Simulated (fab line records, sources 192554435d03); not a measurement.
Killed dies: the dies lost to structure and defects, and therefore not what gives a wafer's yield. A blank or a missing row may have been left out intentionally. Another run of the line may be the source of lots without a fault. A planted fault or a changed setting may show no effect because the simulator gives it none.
Matching of chambers -- flow n5 finfet -- N5_BEOL_M3_ETCH_69 on rie diel-02: 4 sister chambers
The step etches SiARC in CF4, target depth 15.6 nm, time 26 s. 16 wafers are shown with their chamber, then 8 later ones without.

== WAFERS, EACH WITH ITS CHAMBER ==
wafer,chamber,drypump motor current A (A),oes product au (a.u.),etch rf on time s (s)
L077.1,1,6.5,0.62,26.6
L077.2,0,5.6,0.62,26.4
L077.5,2,6.1,0.57,26.4
L079.2,3,6.1,0.89,24.5
L079.4,3,6.1,0.89,24.6
L079.6,0,5.6,0.62,25.9
L083.3,2,6.1,0.84,25.2
L083.4,0,5.6,0.61,26.3
L083.6,0,5.6,0.61,26.1
L089.1,0,5.6,0.61,25.8
L089.4,2,6.1,0.81,24.6
L089.6,0,5.6,0.60,26.1
L092.1,0,5.6,0.61,26.1
L092.3,2,6.2,0.80,24.6
L092.4,2,6.2,0.80,24.5
L094.1,3,6.1,0.79,25.1

SIGNATURES, as means of the wafers listed above
reading,chamber 0,chamber 1,chamber 2,chamber 3,scatter within a chamber
drypump motor current A,5.600,6.500,6.140,6.100,0.0316
oes product au,0.6114,0.6200,0.7640,0.8567,0.0677
etch rf on time s,26.100,26.600,25.060,24.733,0.502
Rule: for each reading, subtract the chamber's mean from the wafer's reading, divide by that reading's scatter and square the result; add these up over the readings and take the root, which gives the wafer's distance from the chamber. If the next closest chamber is less than 2 further off than the closest, the wafer can't be placed; otherwise it belongs to the closest. How the scatter is found: for the shown wafers, subtract from each reading the mean of its chamber, square and add these, divide the total by (wafers less chambers), then take the root.

== WAFERS WHOSE CHAMBER IS MISSING ==
wafer,drypump motor current A (A),oes product au (a.u.),etch rf on time s (s)
L094.4,6.5,0.60,26.7
L094.6,6.5,0.60,26.7
L095.2,6.5,0.60,26.8
L095.5,6.1,0.78,25.2
L095.6,6.1,0.77,25.0
L097.2,5.6,0.60,26.0
L097.5,5.6,0.61,26.0
L097.6,6.5,0.61,26.4

== THE CHAMBER EACH PASSED THROUGH ==
wafer,from the rows above,in truth
L094.4,1,1
L094.6,1,1
L095.2,1,1
L095.5,can't be placed: 2 or 3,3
L095.6,can't be placed: 2 or 3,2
L097.2,0,0
L097.5,0,0
L097.6,1,1
Correctly placed: 6 of 8. Not placeable from these rows: 2 (in 2, the candidates include the true chamber). Placed wrongly: 0.
